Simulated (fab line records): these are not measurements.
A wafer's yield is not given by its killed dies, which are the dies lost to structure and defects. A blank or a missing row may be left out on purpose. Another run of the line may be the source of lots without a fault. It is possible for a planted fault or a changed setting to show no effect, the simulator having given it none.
fab line records	flow nand_harc
record lots=13	wafers=39	last_day=34
route steps=1302 shown P_M0@269 P_M1@292 END@1302
lots that met no fault: from a run of the same line without faults
start_h: hours from the record's opening day to when the first of the lot's shown wafers began	wait_h: how many hours have passed since the lot's step before this one	" same as the row above	L1.1+2: a row that stands for several wafers	- value missing, or start not given	* or withheld: withheld	< > ~ a bound
route shown NAME@n: names a module that has steps shown in the file, with the first one's number in the route	usual: average and standard deviation across the fault-free wafers	same: alike in all rows	chamber/n: place in a boat	sites: the reading at each site	_std_site: standard deviation of those values	_edge_site: the outer-site mean with the inner-site mean subtracted	radius_mm: how far each site lies from the wafer's centre	mask NAME#n: copy n	behind: the most recent tool/chamber to have shaped the wafer	hold: reason for holding the lot/hours on hold/outcome of the hold	device: transistor that didn't switch, given as n, p or np	end of line: the same wafers' tests at the end of the route	a step without rows: its recipe alone	killed: count of dies lost to structure and defects at first sort (not the wafer's yield)	map: the dies of a wafer, with x for killed, . for not killed, _ for no die there
set.NAME: the setting the step ran with; set.NAME@STEP: the setting that earlier step ran with	model.NAME: the simulator's own value behind a step, which no gauge read
a sample of lots followed through the steps of the route, with each step as a table and each wafer as a row
services: a tool's chamber out of use, with start hour (start_h, from the record's first day; less than 0 if before it), hours out, and reason
## steps
# step NHARC_P_M0_CD_MEAS_16
# usual cd_nm=90.0/0.79
lot.wafer	tool	chamber	start_h	wait_h	cd_nm
L131.2	cd_sem-02	-	130.44	-	91.0
L131.5	"	-	"	"	90.4
L131.6	"	-	"	"	91.6
L133.1	cd_sem-01	-	157.13	-	90.6
L133.3	"	-	"	"	89.3
L133.5	"	-	"	"	89.8
L137.4	cd_sem-03	-	189.30	-	90.1
L137.5	"	-	"	"	89.4
L137.6	"	-	"	"	90.1
L139.2	cd_sem-01	-	207.45	-	91.5
L139.3	"	-	"	"	90.3
L139.6	"	-	"	"	89.9
L138.1	cd_sem-03	-	208.24	-	89.9
L138.2	"	-	"	"	90.2
L138.4	"	-	"	"	88.0
L143.1	cd_sem-02	-	267.90	-	90.8
L143.3	"	-	"	"	88.9
L143.4	"	-	"	"	91.6
L145.1	cd_sem-02	-	274.52	-	89.2
L145.4	"	-	"	"	89.6
L145.5	"	-	"	"	87.9
L147.2	cd_sem-02	-	293.41	-	89.4
L147.3	"	-	"	"	89.5
L147.6	"	-	"	"	90.2
L149.4	cd_sem-02	-	317.79	-	89.5
L149.5	"	-	"	"	89.9
L149.6	"	-	"	"	90.0
L150.1	cd_sem-02	-	324.30	-	89.0
L150.4	"	-	"	"	90.8
L150.6	"	-	"	"	90.6
L151.1	cd_sem-01	-	339.16	-	89.9
L151.3	"	-	"	"	88.8
L151.6	"	-	"	"	89.6
L152.1	cd_sem-03	-	341.98	-	89.6
L152.4	"	-	"	"	91.4
L152.6	"	-	"	"	89.8
L153.2	cd_sem-02	-	350.45	-	88.9
L153.3	"	-	"	"	90.8
L153.5	"	-	"	"	89.9
# step NHARC_P_M0_DEGAS_28
# recipe temp_c=250	time_s=60
# usual heater_power_w=345/36	susceptor_temp_C=249.99/0.17
lot.wafer	tool	chamber	start_h	wait_h	heater_power_w	susceptor_temp_C
L131.2	pvd_sputter-03	-	131.11	-	403	250.10
L131.5	"	-	"	"	395	249.68
L131.6	"	-	"	"	314	250.07
L133.3	pvd_sputter-03	-	157.81	-	396	249.97
L133.1	"	-	"	"	306	250.30
L133.5	"	-	"	"	400	249.85
L137.4	pvd_sputter-03	-	189.93	-	347	249.81
L137.6	"	-	"	"	390	249.86
L137.5	"	-	"	"	324	250.14
L139.2	pvd_sputter-03	-	208.06	-	324	250.10
L139.3	"	-	"	"	387	250.06
L139.6	"	-	"	"	342	249.38
L138.4	pvd_sputter-02	-	208.86	-	326	249.87
L138.2	"	-	"	"	354	249.95
L138.1	"	-	"	"	326	249.86
L143.3	pvd_sputter-03	-	268.55	-	346	249.85
L143.4	"	-	"	"	390	249.96
L143.1	"	-	"	"	324	249.99
L145.4	pvd_sputter-03	-	275.15	-	355	250.19
L145.1	"	-	"	"	391	250.08
L145.5	"	-	"	"	343	250.08
L147.2	pvd_sputter-02	-	294.05	-	358	250.10
L147.3	"	-	"	"	355	249.79
L147.6	"	-	"	"	365	249.91
L149.4	pvd_sputter-02	-	318.41	-	304	250.06
L149.5	"	-	"	"	355	249.96
L149.6	"	-	"	"	416	250.00
L150.1	pvd_sputter-03	-	324.92	-	351	250.23
L150.4	"	-	"	"	318	249.80
L150.6	"	-	"	"	353	249.69
L151.1	pvd_sputter-01	-	339.78	-	383	249.95
L151.3	"	-	"	"	340	250.01
L151.6	"	-	"	"	390	249.93
L152.1	pvd_sputter-02	-	342.60	-	365	250.11
L152.4	"	-	"	"	419	250.04
L152.6	"	-	"	"	305	249.82
L153.2	pvd_sputter-01	-	351.14	-	378	-
L153.3	"	-	"	"	332	-
L153.5	"	-	"	"	306	-
# step NHARC_P_M0_PVD_20
# recipe target_thk_a=50	bias_v=168.6	power_w=15000	chamber_pressure_pa=0.12	time_s=8.06	substrate_temp_c=50	material=TaN
# usual bias_v=169.0/1.6	throttle_valve_pct=30.4/0.89
lot.wafer	tool	chamber	start_h	wait_h	bias_v	throttle_valve_pct
L131.2	pvd_sputter-03	-	-	-	167.6	30.4
L131.6	"	-	"	"	167.6	30.8
L131.5	"	-	"	"	171.1	28.1
L133.1	pvd_sputter-03	-	-	-	169.0	30.4
L133.3	"	-	"	"	168.5	28.2
L133.5	"	-	"	"	169.9	30.2
L137.4	pvd_sputter-03	-	-	-	166.8	30.6
L137.6	"	-	"	"	169.5	29.4
L137.5	"	-	"	"	171.5	30.8
L139.2	pvd_sputter-03	-	-	-	169.9	29.8
L139.3	"	-	"	"	169.5	29.3
L139.6	"	-	"	"	172.0	29.6
L138.1	pvd_sputter-02	-	-	-	165.9	31.7
L138.4	"	-	"	"	169.9	31.0
L138.2	"	-	"	"	169.9	30.8
L143.3	pvd_sputter-03	-	-	-	170.5	30.0
L143.1	"	-	"	"	171.7	29.4
L143.4	"	-	"	"	167.6	30.8
L145.1	pvd_sputter-03	-	-	-	167.1	29.3
L145.4	"	-	"	"	167.4	29.6
L145.5	"	-	"	"	167.2	29.3
L147.2	pvd_sputter-02	-	-	-	169.7	30.4
L147.3	"	-	"	"	169.8	31.7
L147.6	"	-	"	"	168.1	29.9
L149.4	pvd_sputter-02	-	-	-	167.9	30.9
L149.5	"	-	"	"	168.9	30.5
L149.6	"	-	"	"	172.4	32.1
L150.1	pvd_sputter-03	-	-	-	165.6	29.7
L150.4	"	-	"	"	169.2	30.5
L150.6	"	-	"	"	168.8	29.9
L151.3	pvd_sputter-01	-	-	-	169.6	30.3
L151.1	"	-	"	"	168.8	31.0
L151.6	"	-	"	"	167.9	29.6
L152.1	pvd_sputter-02	-	-	-	167.8	32.1
L152.4	"	-	"	"	170.9	31.6
L152.6	"	-	"	"	165.6	31.9
L153.3	pvd_sputter-01	-	-	-	169.7	29.7
L153.2	"	-	"	"	168.7	31.0
L153.5	"	-	"	"	168.7	29.5
# step NHARC_P_M1_EXPOSE_06
# recipe na=1.35	target_cd_nm=130	dose_mj=81.88	mask_id=P_M1
# usual exposure_dose_mJ_cm2=81.74/0.078
lot.wafer	tool	chamber	start_h	wait_h	mask	exposure_dose_mJ_cm2
L131.2	arfi_scanner-02	0	133.83	-	P_M1#0	81.74
L131.5	"	0	"	"	P_M1#0	81.70
L131.6	"	0	"	"	P_M1#0	81.72
L133.1	arfi_scanner-01	0	160.60	-	P_M1#0	81.71
L133.3	"	0	"	"	P_M1#0	81.87
L133.5	"	0	"	"	P_M1#0	81.81
L137.4	arfi_scanner-02	0	192.75	-	P_M1#0	81.72
L137.5	"	0	"	"	P_M1#0	81.79
L137.6	"	0	"	"	P_M1#0	81.72
L139.2	arfi_scanner-01	0	210.87	-	P_M1#0	81.79
L139.3	"	0	"	"	P_M1#0	81.85
L139.6	"	0	"	"	P_M1#0	81.68
L138.1	arfi_scanner-02	0	211.77	-	P_M1#0	81.85
L138.2	"	0	"	"	P_M1#0	81.77
L138.4	"	0	"	"	P_M1#0	81.74
L143.1	arfi_scanner-03	0	271.38	-	P_M1#0	84.74
L143.3	"	0	"	"	P_M1#0	84.79
L143.4	"	0	"	"	P_M1#0	84.81
L145.1	arfi_scanner-01	0	277.93	-	P_M1#0	81.71
L145.4	"	0	"	"	P_M1#0	81.64
L145.5	"	0	"	"	P_M1#0	81.77
L147.2	arfi_scanner-03	0	296.86	-	P_M1#0	83.89
L147.3	"	0	"	"	P_M1#0	83.93
L147.6	"	0	"	"	P_M1#0	84.06
L149.4	arfi_scanner-01	0	321.19	-	P_M1#0	81.81
L149.5	"	0	"	"	P_M1#0	81.71
L149.6	"	0	"	"	P_M1#0	81.71
L150.1	arfi_scanner-02	0	327.74	-	P_M1#0	81.86
L150.4	"	0	"	"	P_M1#0	81.79
L150.6	"	0	"	"	P_M1#0	81.78
L151.1	arfi_scanner-02	0	342.96	-	P_M1#0	81.72
L151.3	"	0	"	"	P_M1#0	81.79
L151.6	"	0	"	"	P_M1#0	81.77
L152.1	arfi_scanner-01	0	345.40	-	P_M1#0	81.62
L152.4	"	0	"	"	P_M1#0	81.69
L152.6	"	0	"	"	P_M1#0	81.67
L153.2	arfi_scanner-02	0	353.94	-	P_M1#0	81.63
L153.3	"	0	"	"	P_M1#0	81.75
L153.5	"	0	"	"	P_M1#0	81.75
# step NHARC_P_M1_CD_MEAS_09
# recipe target_cd_nm=130	landing_energy_ev=500
# usual cd_nm=130.2/0.54
# same landing_energy_ev=500
lot.wafer	tool	chamber	start_h	wait_h	cd_nm
L131.2	cd_sem-03	0	133.97	-	129.3
L131.5	"	0	"	"	129.4
L131.6	"	0	"	"	130.4
L133.1	cd_sem-01	0	160.74	-	129.6
L133.3	"	0	"	"	130.8
L133.5	"	0	"	"	129.4
L137.4	cd_sem-03	0	192.88	-	129.6
L137.5	"	0	"	"	129.0
L137.6	"	0	"	"	130.4
L139.2	cd_sem-01	0	211.00	-	130.2
L139.3	"	0	"	"	130.1
L139.6	"	0	"	"	130.8
L138.1	cd_sem-02	0	211.91	-	130.1
L138.2	"	0	"	"	129.6
L138.4	"	0	"	"	130.1
L143.1	cd_sem-02	0	271.52	-	132.1
L143.3	"	0	"	"	131.5
L143.4	"	0	"	"	132.4
L145.1	cd_sem-03	0	278.07	-	129.9
L145.4	"	0	"	"	130.1
L145.5	"	0	"	"	130.0
L147.2	cd_sem-02	0	297.00	-	132.5
L147.3	"	0	"	"	132.2
L147.6	"	0	"	"	132.1
L149.4	cd_sem-03	0	321.33	-	129.9
L149.5	"	0	"	"	130.6
L149.6	"	0	"	"	130.3
L150.1	cd_sem-01	0	327.88	-	129.7
L150.4	"	0	"	"	131.0
L150.6	"	0	"	"	129.4
L151.1	cd_sem-01	0	343.11	-	129.9
L151.3	"	0	"	"	130.1
L151.6	"	0	"	"	130.5
L152.1	cd_sem-02	0	345.54	-	129.5
L152.4	"	0	"	"	129.8
L152.6	"	0	"	"	130.8
L153.2	cd_sem-01	0	354.08	-	130.5
L153.3	"	0	"	"	131.0
L153.5	"	0	"	"	130.5
# step NHARC_END_SORT_01
# recipe temp_c=25
# usual defect_limited_yield=90.6/2.9	killed_at_array=59/20	killed_at_other=0.8/1.2	killed_at_periphery=3.5/2.2	killed_dies=63/20	killed_open=3.3/1.8	killed_short=2.6/1.7
# same gross_dies=677
lot.wafer	tool	chamber	start_h	wait_h	defect_limited_yield[%]	killed_at_array	killed_at_other	killed_at_periphery	killed_dies	killed_open	killed_short
L131.2	prober-01	0	568.45	2.8	92.3	50	0	2	52	3	4
L131.5	prober-01	0	570.81	3.6	92.3	50	0	2	52	1	0
L131.6	prober-01	0	571.59	3.9	91.3	53	0	6	59	3	1
L133.1	prober-01	0	592.37	2.5	89.2	71	0	2	73	0	1
L133.3	prober-01	0	593.95	3.1	89.5	68	0	3	71	5	2
L133.5	prober-01	0	595.52	3.6	88.3	79	0	0	79	2	1
L137.4	prober-02	0	637.23	3.4	89.8	68	0	1	69	2	0
L137.5	prober-02	0	638.03	3.7	87.0	85	1	2	88	4	2
L137.6	prober-02	0	638.83	4.0	89.2	72	0	1	73	3	1
L138.1	prober-01	0	642.64	2.5	94.2	39	0	0	39	3	6
L138.2	prober-01	0	643.45	2.8	95.6	28	0	2	30	5	2
L138.4	prober-01	0	645.06	3.4	93.6	39	0	4	43	4	7
L139.2	prober-02	0	651.30	2.8	85.5	96	1	1	98	3	1
L139.3	prober-02	0	652.09	3.1	87.1	81	3	3	87	3	2
L139.6	prober-02	0	654.47	4.0	84.5	99	3	3	105	2	3
L143.1	prober-01	0	693.13	2.5	93.6	39	1	3	43	2	1
L143.3	prober-01	0	694.74	3.1	94.2	35	0	4	39	6	2
L143.4	prober-01	0	695.54	3.4	95.6	27	1	2	30	2	1
L145.1	prober-01	0	709.96	2.5	93.2	43	0	3	46	4	1
L145.4	prober-01	0	712.36	3.4	94.1	37	0	3	40	3	1
L145.5	prober-01	0	713.16	3.7	94.2	38	0	1	39	2	2
L147.2	prober-02	0	748.00	2.8	93.9	36	0	5	41	4	4
L147.3	prober-02	0	748.80	3.1	93.8	41	0	1	42	1	0
L147.6	prober-02	0	751.19	4.0	93.9	36	0	5	41	3	0
L149.4	prober-01	0	763.93	3.4	87.7	76	2	5	83	7	3
L149.5	prober-01	0	764.73	3.7	89.7	60	3	7	70	2	3
L149.6	prober-01	0	765.52	4.0	90.0	63	4	1	68	2	2
L150.1	prober-02	0	768.96	2.5	93.4	39	0	6	45	7	2
L150.4	prober-02	0	771.40	3.4	92.6	42	0	8	50	2	2
L150.6	prober-02	0	773.03	4.1	92.9	40	0	8	48	5	5
L151.1	prober-01	0	777.80	2.5	91.7	51	0	5	56	2	3
L151.3	prober-01	0	779.41	3.1	92.8	45	1	3	49	2	0
L151.6	prober-01	0	781.82	4.0	92.3	45	1	6	52	5	3
L152.1	prober-02	0	796.50	2.5	87.9	75	1	6	82	3	3
L152.4	prober-02	0	798.89	3.4	89.4	66	3	3	72	2	6
L152.6	prober-02	0	800.49	4.0	87.0	84	0	4	88	1	1
L153.2	prober-01	0	816.53	2.8	90.8	61	0	1	62	0	3
L153.3	prober-01	0	817.32	3.1	89.8	68	0	1	69	3	0
L153.5	prober-01	0	818.89	3.7	90.3	66	0	0	66	4	1
# killed by level:class
L131.2 A_CHANNEL_HOLE_D1:chamber_film_flake=21 A_CHANNEL_HOLE_D2:chamber_film_flake=9 A_STAIRCASE:chamber_film_flake=4 A_DECK1_JOINT:chamber_film_flake=3 A_CONTACT:chamber_film_flake=3 A_ONON_D1:geometric_particle:short=2 A_SGD_CUT:chamber_film_flake=2 P_M2:geometric_particle:short=1
L131.5 A_CHANNEL_HOLE_D1:chamber_film_flake=34 A_CHANNEL_HOLE_D2:chamber_film_flake=7 A_CONTACT:chamber_film_flake=3 A_STAIRCASE:chamber_film_flake=2 A_WL_FILL:chamber_film_flake=2 A_M0:geometric_particle:open=1 P_ZERO_WELL:chamber_film_flake=1 P_GATE:chamber_film_flake=1
L131.6 A_CHANNEL_HOLE_D1:chamber_film_flake=26 A_CHANNEL_HOLE_D2:chamber_film_flake=7 A_CONTACT:chamber_film_flake=5 A_STAIRCASE:chamber_film_flake=4 A_ZERO_WELL:chamber_film_flake=3 A_WL_FILL:chamber_film_flake=3 P_CONTACT:geometric_particle:open=2 P_STI:chamber_film_flake=2
L133.1 A_SLIT:chamber_film_flake=33 A_CHANNEL_HOLE_D1:chamber_film_flake=28 A_CHANNEL_HOLE_D2:chamber_film_flake=7 A_ONON_D1:geometric_particle:short=1 P_STI:chamber_film_flake=1 P_GATE:chamber_film_flake=1 A_ZERO_WELL:chamber_film_flake=1 A_STAIRCASE:chamber_film_flake=1
L133.3 A_SLIT:chamber_film_flake=30 A_CHANNEL_HOLE_D1:chamber_film_flake=21 A_CHANNEL_HOLE_D2:chamber_film_flake=3 A_STAIRCASE:chamber_film_flake=3 A_ONON_D1:geometric_particle:open=2 A_CONTACT:chamber_film_flake=2 P_CONTACT:geometric_particle:short=1 A_SOURCE_PLATE:geometric_particle:short=1
L133.5 A_CHANNEL_HOLE_D1:chamber_film_flake=33 A_SLIT:chamber_film_flake=30 A_CHANNEL_HOLE_D2:chamber_film_flake=9 A_WL_FILL:chamber_film_flake=2 A_ONON_D1:geometric_particle:open=1 A_CHANNEL_HOLE_D1:geometric_particle:short=1 A_WL_FILL:geometric_particle:open=1 A_CHANNEL_FILL_D1:chamber_film_flake=1
L137.4 A_SLIT:chamber_film_flake=30 A_CHANNEL_HOLE_D1:chamber_film_flake=23 A_CHANNEL_HOLE_D2:chamber_film_flake=9 A_STAIRCASE:chamber_film_flake=4 P_GATE:geometric_particle:open=1 A_ONON_D1:geometric_particle:open=1 A_CONTACT:chamber_film_flake=1
L137.5 A_SLIT:chamber_film_flake=37 A_CHANNEL_HOLE_D1:chamber_film_flake=30 A_CHANNEL_HOLE_D2:chamber_film_flake=9 A_ONON_D1:geometric_particle:open=2 A_DECK1_JOINT:geometric_particle:open=1 A_ONON_D2:geometric_particle:open=1 A_SGD_CUT:geometric_particle:short=1 A_SLIT:geometric_particle:short=1
L137.6 A_SLIT:chamber_film_flake=33 A_CHANNEL_HOLE_D1:chamber_film_flake=23 A_CHANNEL_HOLE_D2:chamber_film_flake=9 A_CONTACT:chamber_film_flake=2 P_M0:geometric_particle:open=1 A_ONON_D1:geometric_particle:short=1 A_ONON_D1:geometric_particle:open=1 A_CONTACT:geometric_particle:open=1
L138.1 A_CHANNEL_HOLE_D2:chamber_film_flake=14 A_CONTACT:chamber_film_flake=5 A_CHANNEL_HOLE_D1:chamber_film_flake=3 A_ONON_D1:geometric_particle:short=2 A_DECK1_JOINT:geometric_particle:short=2 A_CHANNEL_FILL_D1:chamber_film_flake=2 A_STAIRCASE:chamber_film_flake=2 A_SLIT:chamber_film_flake=2
L138.2 A_CHANNEL_HOLE_D2:chamber_film_flake=12 A_CHANNEL_HOLE_D1:chamber_film_flake=6 A_CONTACT:chamber_film_flake=3 A_ONON_D1:geometric_particle:open=2 P_CONTACT:geometric_particle:open=1 A_SOURCE_PLATE:geometric_particle:short=1 A_ONON_D2:geometric_particle:open=1 A_CHANNEL_FILL_D2:geometric_particle:short=1
L138.4 A_CHANNEL_HOLE_D2:chamber_film_flake=16 A_CHANNEL_HOLE_D1:chamber_film_flake=5 A_CHANNEL_FILL_D2:chamber_film_flake=3 P_CONTACT:geometric_particle:short=2 A_CONTACT:geometric_particle:open=2 A_CHANNEL_FILL_D1:chamber_film_flake=2 A_STAIRCASE:chamber_film_flake=2 P_CONTACT:geometric_particle:open=1
L139.2 A_CHANNEL_HOLE_D1:chamber_film_flake=40 A_SLIT:chamber_film_flake=34 A_CHANNEL_HOLE_D2:chamber_film_flake=12 A_DECK1_JOINT:chamber_film_flake=3 A_ZERO_WELL:chamber_film_flake=2 P_M0:geometric_particle:open=1 A_WL_FILL:geometric_particle:open=1 A_M0:geometric_particle:open=1
L139.3 A_SLIT:chamber_film_flake=32 A_CHANNEL_HOLE_D1:chamber_film_flake=26 A_CHANNEL_HOLE_D2:chamber_film_flake=15 A_DECK1_JOINT:chamber_film_flake=2 THIN_TSV:chamber_film_flake=2 P_GATE:geometric_particle:open=1 P_CONTACT:geometric_particle:open=1 A_ONON_D1:geometric_particle:short=1
L139.6 A_CHANNEL_HOLE_D1:chamber_film_flake=41 A_SLIT:chamber_film_flake=32 A_CHANNEL_HOLE_D2:chamber_film_flake=13 A_STAIRCASE:chamber_film_flake=3 A_BONDPAD:chamber_film_flake=3 THIN_TSV:chamber_film_flake=3 A_DECK1_JOINT:chamber_film_flake=2 P_GATE:geometric_particle:short=1
L143.1 A_CHANNEL_HOLE_D1:chamber_film_flake=14 A_CONTACT:chamber_film_flake=9 A_SLIT:chamber_film_flake=5 A_SGD_CUT:chamber_film_flake=3 P_STI:chamber_film_flake=2 A_CHANNEL_FILL_D2:chamber_film_flake=2 A_M0:chamber_film_flake=2 A_DECK1_JOINT:geometric_particle:short=1
L143.3 A_SGD_CUT:chamber_film_flake=8 A_CONTACT:chamber_film_flake=8 A_CHANNEL_HOLE_D1:chamber_film_flake=7 A_SLIT:chamber_film_flake=2 A_M0:chamber_film_flake=2 P_STI:geometric_particle:open=1 A_SOURCE_PLATE:geometric_particle:open=1 A_ONON_D1:geometric_particle:open=1
L143.4 A_SGD_CUT:chamber_film_flake=11 A_CONTACT:chamber_film_flake=5 A_CHANNEL_HOLE_D1:chamber_film_flake=4 A_M0:chamber_film_flake=2 A_ONON_D1:geometric_particle:short=1 A_CHANNEL_FILL_D1:geometric_particle:open=1 A_BLC:geometric_particle:open=1 P_STI:chamber_film_flake=1
L145.1 A_CHANNEL_HOLE_D1:chamber_film_flake=26 A_CONTACT:chamber_film_flake=7 A_SLIT:chamber_film_flake=3 P_CONTACT:geometric_particle:open=1 P_M0:geometric_particle:open=1 A_ONON_D1:geometric_particle:short=1 A_CHANNEL_HOLE_D1:geometric_particle:open=1 A_BLC:geometric_particle:open=1
L145.4 A_CHANNEL_HOLE_D1:chamber_film_flake=24 A_STAIRCASE:chamber_film_flake=3 A_CHANNEL_FILL_D2:chamber_film_flake=2 A_CONTACT:chamber_film_flake=2 A_ONON_D2:geometric_particle:short=1 A_ONON_D2:geometric_particle:open=1 A_CONTACT:geometric_particle:open=1 A_M0:geometric_particle:open=1
L145.5 A_CHANNEL_HOLE_D1:chamber_film_flake=23 A_STAIRCASE:chamber_film_flake=4 A_CONTACT:chamber_film_flake=3 A_SLIT:chamber_film_flake=2 A_WL_FILL:chamber_film_flake=2 P_M1:geometric_particle:open=1 A_ONON_D2:geometric_particle:short=1 A_CHANNEL_FILL_D2:geometric_particle:short=1
L147.2 A_CHANNEL_HOLE_D1:chamber_film_flake=10 A_CONTACT:chamber_film_flake=10 A_SLIT:chamber_film_flake=4 A_CHANNEL_FILL_D2:geometric_particle:open=2 P_BONDPAD:chamber_film_flake=2 A_M1:chamber_film_flake=2 P_M0:geometric_particle:short=1 P_M1:geometric_particle:open=1
L147.3 A_CONTACT:chamber_film_flake=13 A_CHANNEL_HOLE_D1:chamber_film_flake=12 A_SLIT:chamber_film_flake=8 A_STAIRCASE:chamber_film_flake=4 A_WL_FILL:chamber_film_flake=2 A_M1:chamber_film_flake=1 A_BLC:geometric_particle:open=1 P_M2:chamber_film_flake=1
L147.6 A_CHANNEL_HOLE_D1:chamber_film_flake=11 A_CONTACT:chamber_film_flake=9 A_SLIT:chamber_film_flake=6 A_M1:chamber_film_flake=4 P_BONDPAD:chamber_film_flake=3 A_STAIRCASE:chamber_film_flake=2 P_GATE:geometric_particle:open=1 A_CONTACT:geometric_particle:open=1
L149.4 A_CHANNEL_HOLE_D2:chamber_film_flake=29 A_SLIT:chamber_film_flake=22 A_CHANNEL_HOLE_D1:chamber_film_flake=12 P_STI:chamber_film_flake=3 A_STAIRCASE:chamber_film_flake=3 P_STI:geometric_particle:open=1 A_ONON_D1:geometric_particle:open=1 A_CHANNEL_FILL_D1:geometric_particle:open=1
L149.5 A_SLIT:chamber_film_flake=27 A_CHANNEL_HOLE_D2:chamber_film_flake=18 A_CHANNEL_HOLE_D1:chamber_film_flake=7 P_M2:chamber_film_flake=3 THIN_TSV:chamber_film_flake=3 P_GATE:chamber_film_flake=2 A_STAIRCASE:chamber_film_flake=2 P_M1:geometric_particle:open=1
L149.6 A_CHANNEL_HOLE_D2:chamber_film_flake=24 A_SLIT:chamber_film_flake=21 A_CHANNEL_HOLE_D1:chamber_film_flake=8 THIN_TSV:chamber_film_flake=4 A_DECK1_JOINT:chamber_film_flake=2 A_STAIRCASE:chamber_film_flake=2 A_CONTACT:chamber_film_flake=2 A_ONON_D1:geometric_particle:short=1
L150.1 A_CHANNEL_HOLE_D1:chamber_film_flake=12 A_SLIT:chamber_film_flake=10 A_STAIRCASE:chamber_film_flake=7 P_CONTACT:geometric_particle:open=2 P_GATE:chamber_film_flake=2 A_M1:chamber_film_flake=2 P_M0:geometric_particle:open=1 A_CHANNEL_HOLE_D1:geometric_particle:open=1
L150.4 A_CHANNEL_HOLE_D1:chamber_film_flake=15 A_SLIT:chamber_film_flake=8 A_STAIRCASE:chamber_film_flake=7 A_CONTACT:chamber_film_flake=5 P_ZERO_WELL:chamber_film_flake=3 P_GATE:chamber_film_flake=3 A_WL_FILL:chamber_film_flake=2 P_CONTACT:geometric_particle:open=1
L150.6 A_CHANNEL_HOLE_D1:chamber_film_flake=20 A_SLIT:chamber_film_flake=7 A_STAIRCASE:chamber_film_flake=4 P_GATE:chamber_film_flake=3 P_CONTACT:geometric_particle:short=1 P_CONTACT:geometric_particle:open=1 A_ONON_D1:geometric_particle:open=1 A_ONON_D2:geometric_particle:short=1
L151.1 A_SLIT:chamber_film_flake=32 A_CONTACT:chamber_film_flake=5 P_BONDPAD:chamber_film_flake=3 A_CHANNEL_HOLE_D1:chamber_film_flake=3 A_CHANNEL_FILL_D2:chamber_film_flake=3 A_DECK1_JOINT:geometric_particle:open=2 A_SGD_CUT:geometric_particle:short=1 A_WL_FILL:geometric_particle:short=1
L151.3 A_SLIT:chamber_film_flake=31 A_CONTACT:chamber_film_flake=5 A_STAIRCASE:chamber_film_flake=3 P_BONDPAD:chamber_film_flake=2 A_CHANNEL_HOLE_D2:chamber_film_flake=2 A_ONON_D1:geometric_particle:open=1 P_GATE:chamber_film_flake=1 STARTING-WAFER:geometric_particle:open=1
L151.6 A_SLIT:chamber_film_flake=31 P_BONDPAD:chamber_film_flake=4 A_CHANNEL_HOLE_D1:unspecified=3 A_CONTACT:chamber_film_flake=3 A_WL_FILL:geometric_particle:short=2 P_GATE:geometric_particle:open=1 A_CHANNEL_FILL_D1:geometric_particle:short=1 A_ONON_D2:geometric_particle:open=1
L152.1 A_SLIT:chamber_film_flake=27 A_CHANNEL_HOLE_D1:chamber_film_flake=18 A_CONTACT:chamber_film_flake=18 P_GATE:chamber_film_flake=3 A_ZERO_WELL:chamber_film_flake=2 A_WL_FILL:chamber_film_flake=2 P_GATE:geometric_particle:open=1 A_CHANNEL_FILL_D1:geometric_particle:short=1
L152.4 A_SLIT:chamber_film_flake=27 A_CHANNEL_HOLE_D1:chamber_film_flake=14 A_CONTACT:chamber_film_flake=11 A_WL_FILL:chamber_film_flake=3 THIN_TSV:chamber_film_flake=3 A_WL_FILL:geometric_particle:short=2 A_ZERO_WELL:chamber_film_flake=2 P_M0:geometric_particle:short=1
L152.6 A_CHANNEL_HOLE_D1:chamber_film_flake=30 A_SLIT:chamber_film_flake=30 A_CONTACT:chamber_film_flake=12 A_WL_FILL:chamber_film_flake=3 P_GATE:chamber_film_flake=2 P_BONDPAD:chamber_film_flake=2 A_BLC:chamber_film_flake=2 A_SGD_CUT:geometric_particle:open=1
L153.2 A_SLIT:chamber_film_flake=30 A_CHANNEL_HOLE_D2:chamber_film_flake=27 P_CONTACT:geometric_particle:short=1 A_DECK1_JOINT:geometric_particle:short=1 A_CHANNEL_HOLE_D2:geometric_particle:short=1 A_WL_FILL:chamber_film_flake=1 A_CONTACT:chamber_film_flake=1
L153.3 A_SLIT:chamber_film_flake=35 A_CHANNEL_HOLE_D2:chamber_film_flake=20 A_CONTACT:chamber_film_flake=5 A_WL_FILL:chamber_film_flake=3 A_STAIRCASE:chamber_film_flake=2 P_STI:geometric_particle:open=1 A_ONON_D2:geometric_particle:open=1 A_SGD_CUT:geometric_particle:open=1
L153.5 A_SLIT:chamber_film_flake=32 A_CHANNEL_HOLE_D2:chamber_film_flake=25 A_ONON_D1:geometric_particle:open=1 A_DECK1_JOINT:geometric_particle:open=1 A_SGD_CUT:geometric_particle:open=1 A_CONTACT:geometric_particle:short=1 A_M0:geometric_particle:open=1 A_DECK1_JOINT:chamber_film_flake=1
## services
tool	chamber	start_h	hours	kind
arfi_scanner-03	-	118.55	72.6	repair
arfi_scanner-02	-	119.41	0.4	repair
pvd_sputter-03	-	120.28	3.3	repair
arfi_scanner-02	-	140.00	4.0	pm
arfi_scanner-02	-	157.82	0.5	repair
arfi_scanner-01	0	167.44	-	calibration
pvd_sputter-03	-	170.14	10.0	pm
arfi_scanner-02	-	189.07	0.3	repair
arfi_scanner-03	-	196.00	4.0	pm
pvd_sputter-02	-	217.93	5.0	repair
pvd_sputter-01	-	220.10	9.8	repair
arfi_scanner-03	-	220.67	9.3	repair
arfi_scanner-01	-	225.31	14.1	repair
pvd_sputter-01	-	229.91	10.0	pm
arfi_scanner-01	-	252.00	4.0	pm
arfi_scanner-01	-	259.26	1.8	repair
arfi_scanner-02	-	266.13	1.0	repair
arfi_scanner-02	0	275.89	-	calibration
arfi_scanner-01	-	279.24	1.6	repair
pvd_sputter-03	-	281.20	0.9	repair
pvd_sputter-02	-	283.67	10.0	pm
arfi_scanner-02	-	312.00	4.0	pm
arfi_scanner-01	0	341.52	-	calibration
pvd_sputter-03	-	348.14	10.0	pm
## key
first_sign step=NHARC_P_M1_EXPOSE_06	reading=exposure_dose_mJ_cm2	direction=up	sigmas=34	usual=81.74	struck=84.37
effect step=NHARC_P_M1_CD_MEAS_09	reading=cd_nm	direction=up	sigmas=3.6	usual=130.2	struck=132.1	through=control_loop
met_at NHARC_P_M1_EXPOSE_06
struck_lots L143,L147
loop_trim step=NHARC_P_M1_EXPOSE_06	setting=dose	lots=L147
not_acting_at NHARC_P_M0_CD_MEAS_16,NHARC_P_M0_DEGAS_28,NHARC_P_M0_PVD_20
fault kind=process_parameter_drift	tool=arfi_scanner-03	chamber=-	onset_h=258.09	steps=NHARC_P_M1_EXPOSE_06	channel=dose_mj	offset=3.0114	shape=step	acts_in=these_recipes_only	stated=81.88
# loop_trim: a control loop set the setting to another value than it would have without faults
